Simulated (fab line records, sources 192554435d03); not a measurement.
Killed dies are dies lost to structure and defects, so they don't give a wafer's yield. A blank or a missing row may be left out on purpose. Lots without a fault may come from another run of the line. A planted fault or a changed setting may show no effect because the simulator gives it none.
Split-lot experiment | flow n5_finfet | 7 lots, 21 wafers read, on a route of 1938 steps

THE SPLIT
At N5_MOL_CONTACT_COAG_ETCH_124 (etches SiNx in CH3F/O2, stops on SiOC, target depth 6.5 nm), the setting bias_w was moved away from the recipe's 73 W on 10 of the 21 wafers read, by -9.6% to +16.0%. The other wafers ran this setting at the recipe's value.

The reading is taken at the split's own step.

THE READING
rf_vpp_V, in V, at N5_MOL_CONTACT_COAG_ETCH_124 (etches SiNx in CH3F/O2, stops on SiOC, target depth 6.5 nm). Fault-free wafers of this fab line usually give 297 V, standard deviation 4 V.

wafer  | tool, chamber at the split | bias_w as run, W | against the recipe | rf_vpp_V, V | against lot-mates on the recipe
L076.1 | rie_diel-02, 3             | 84.71            | +16.0%             | 333         | +38
L076.5 | rie_diel-02, 3             | 73               | recipe             | 295         | -
L076.6 | rie_diel-02, 0             | 84.71            | +16.0%             | 338         | +43
L078.2 | rie_diel-05, 1             | 84.12            | +15.2%             | 338         | +42
L078.3 | rie_diel-05, 0             | 73               | recipe             | 296         | -
L078.5 | rie_diel-05, 2             | 84.12            | +15.2%             | 335         | +39
L087.1 | rie_diel-04, 0             | 66.53            | -8.9%              | 273         | -22
L087.5 | rie_diel-04, 1             | 73               | recipe             | 295         | -
L087.6 | rie_diel-04, 0             | 66.53            | -8.9%              | 274         | -21
L088.1 | rie_diel-05, 3             | 73               | recipe             | 299         | -
L088.3 | rie_diel-05, 0             | 73               | recipe             | 296         | -
L088.6 | rie_diel-05, 0             | 73               | recipe             | 295         | -
L089.4 | rie_diel-05, 3             | 73               | recipe             | 299         | -
L089.5 | rie_diel-05, 3             | 65.98            | -9.6%              | 275         | -24
L089.6 | rie_diel-05, 0             | 65.98            | -9.6%              | 274         | -25
L091.1 | rie_diel-04, 1             | 66.57            | -8.8%              | 274         | -21
L091.4 | rie_diel-04, 0             | 73               | recipe             | 295         | -
L091.6 | rie_diel-04, 1             | 66.57            | -8.8%              | 274         | -21
L094.2 | rie_diel-02, 0             | 73               | recipe             | 302         | -
L094.5 | rie_diel-02, 3             | 73               | recipe             | 295         | -
L094.6 | rie_diel-02, 2             | 73               | recipe             | 290         | -

THE FIT
A straight line over all 21 wafers: rf_vpp_V changes by +2.51 V for each +1% of bias_w; r = +0.99; the points scatter about the line by 2.7 V.
The same after taking each lot's own level away (the mean of its wafers on the recipe; 21 wafers): +2.54 V for each +1%; r = +0.99; scatter 2.4 V.
On that fit, the largest move of bias_w shifts the reading by 41 V.
The lots' own levels span 295.0 to 299.0 V, that is 1.0 times the standard deviation above.
So the lot-to-lot level changes the slope little: the two slopes agree.
Check: with one of the wafers moved furthest among these (+16.0%) left out of the fit, the line predicts +42 V for it against its lot-mates. It came out at +38 V against them.
Tool readings at the split's step, against how far the setting was moved: rf_vpp_V r = +0.99.

OTHER SPLITS ON THESE WAFERS
These wafers also went through other splits before the reading. Each is held against what the fit with the lots' levels taken away leaves over:
other split on the same wafers         | wafers away from the commonest value | r with rf_vpp_V (lot level and that fit taken away)
N5_MOL_CONTACT_COAG_ALD_123 ald_cycles | 6                                    | +0.04
N5_MOL_CONTACT_COAG_COAT_76 spin_rpm   | 6                                    | -0.06

THE FILE'S OWN FIT
rf_vpp_V changes by +2.54 V for each +1% of bias_w, r = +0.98.
